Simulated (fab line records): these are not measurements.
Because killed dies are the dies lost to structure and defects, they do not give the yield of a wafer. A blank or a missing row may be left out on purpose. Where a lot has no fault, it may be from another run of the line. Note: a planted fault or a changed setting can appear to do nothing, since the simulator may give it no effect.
A lot that was struck, set against a sound lot / flow n5 finfet / 15 out of 1938 route steps
Sound: these wafers, L787.3, L787.4, L787.5. Wafers L798.2, L798.5, L798.6 were the ones struck. The cause comes at the end.
Per side, at each step with rows, come the tool, then ch with its chambers, and then its first start. Under that, the readings that differ: sound wafers / struck wafers / difference of the means / sigmas: that difference in standard deviations of wafers without a fault.
alike: readings with means less than 2 such deviations apart, plus words and numbers identical on both sides. not compared: withheld readings, readings lacking a value on some wafer, bounds such as >300 that could conceal the same value, and numbers that have no deviation in the record and whose values overlap.
Wherever a step has rows on one side only, a row that says differs or no value, or a row with sigmas, the two part there. Non-overlapping numbers with no deviation appear without sigmas and do not part them. Lack of a reading on every wafer of one side parts them only where that side has two or more wafers.

N5_BEOL_M10_ETCH_61: etches SiARC in CF4, target depth 39 nm, time 65 s.
  sound on rie diel-05 ch 1,3, day 11 20:20; struck on rie diel-03 ch 0,1,2, day 14 11:10
reading=throttle valve pct (%); sound=16.20 15.80 16.20; struck=15.12 15.58 15.55; difference=-0.65; sigmas=-2
  alike: chamber pressure mTorr, drypump motor current A, etch rf on time s, mfc ar sccm, oes product au, rf fwd power W, rf vpp V, showerhead plenum p Torr
  not compared: rf hours counter h
N5_BEOL_M10_ETCH_62: etches SOC in N2/H2, target depth 110 nm, overetch 22 nm, time 165 s.
  sound on rie diel-05 ch 1,3, day 11 20:23; struck on rie diel-03 ch 0,1,2, day 14 11:13
  alike: chamber pressure mTorr, drypump motor current A, oes product au, rf fwd power W, rf vpp V, showerhead plenum p Torr, throttle valve pct
  not compared: rf hours counter h
then, 1 step without rows for these wafers: N5_BEOL_M10_STRIP_68 (strips in N2/H2).
N5_BEOL_M10_STRIP_67: strips in CF4.
  sound on rie diel-05 ch 1,3, day 11 20:32; struck on rie diel-03 ch 0,1,2, day 14 11:21
reading=throttle valve pct (%); sound=14.18 13.76 14.18; struck=13.07 13.54 13.57; difference=-0.65; sigmas=-2
  alike: chamber pressure mTorr, drypump motor current A, oes product au, rf vpp V, showerhead plenum p Torr
  not compared: rf hours counter h
N5_BEOL_M10_HM_OPEN_17: chemistry Cl2/BCl3, target TiN, target depth 20 nm, overetch 6 nm.
  sound on rie metal-03 ch 0,1, day 11 20:37; struck on rie metal-03 ch 0,1, day 14 11:24
  alike: chamber pressure mTorr, drypump motor current A, mfc ar sccm, oes product au, rf fwd power W, throttle valve pct
  not compared: rf hours counter h
N5_BEOL_M10_STRIP_19: strips in O2.
  sound on rie diel-03 ch 0,1, day 11 20:41; struck on rie diel-05 ch 0,3, day 14 11:31
reading=oes product au (a.u.); sound=0.96 0.88 0.96; struck=0.77 0.76 0.68; difference=-0.20; sigmas=-2
  alike: chamber pressure mTorr, drypump motor current A, rf vpp V, showerhead plenum p Torr, throttle valve pct
  not compared: rf hours counter h
N5_BEOL_M10_CD_MEAS_18: pitch 140 nm, target cd 70 nm.
  sound: cd sem-03 at day 11 20:46; struck: cd sem-01 at day 14 11:35
  alike: cd nm
then, 5 steps without rows for these wafers: N5_BEOL_M10_COAT_63 (time 60 s, resist thk 100 nm); N5_BEOL_M10_COAT_64 (time 60 s, resist thk 30 nm); N5_BEOL_M10_COAT_22 (resist thk 90 nm); N5_BEOL_M10_EBR_24; N5_BEOL_M10_SOFTBAKE_23 (time 60 s).
N5_BEOL_M10_EXPOSE_25: exposes mask V9.
  sound on arfi scanner-02 ch 0, day 11 20:55; struck on arfi scanner-01 ch 0, day 14 12:34
reading=exposure dose mJ cm2; sound=85.55 85.60 85.67; struck=83.22 83.32 83.24; difference=-2.35; sigmas=-29
  alike: mask
then, 1 step without rows for these wafers: N5_BEOL_M10_PEB_26 (peb time 60 s).
-- a jump in the record: the struck wafers' starts before and after are 2 days apart (it breaks off in module BEOL_M10 and resumes in module PASSIVATION, where the first step shown is number 1936 of the route) --
N5_PASSIVATION_PROBE_49:
  record: rows for the struck wafers here (prober-02, day 16 17:30), none for the sound ones

## WHERE THEY PART
At N5_BEOL_M10_ETCH_61 first; at N5_PASSIVATION_PROBE_49 last (within this record only).

WHY: what the simulator had put in
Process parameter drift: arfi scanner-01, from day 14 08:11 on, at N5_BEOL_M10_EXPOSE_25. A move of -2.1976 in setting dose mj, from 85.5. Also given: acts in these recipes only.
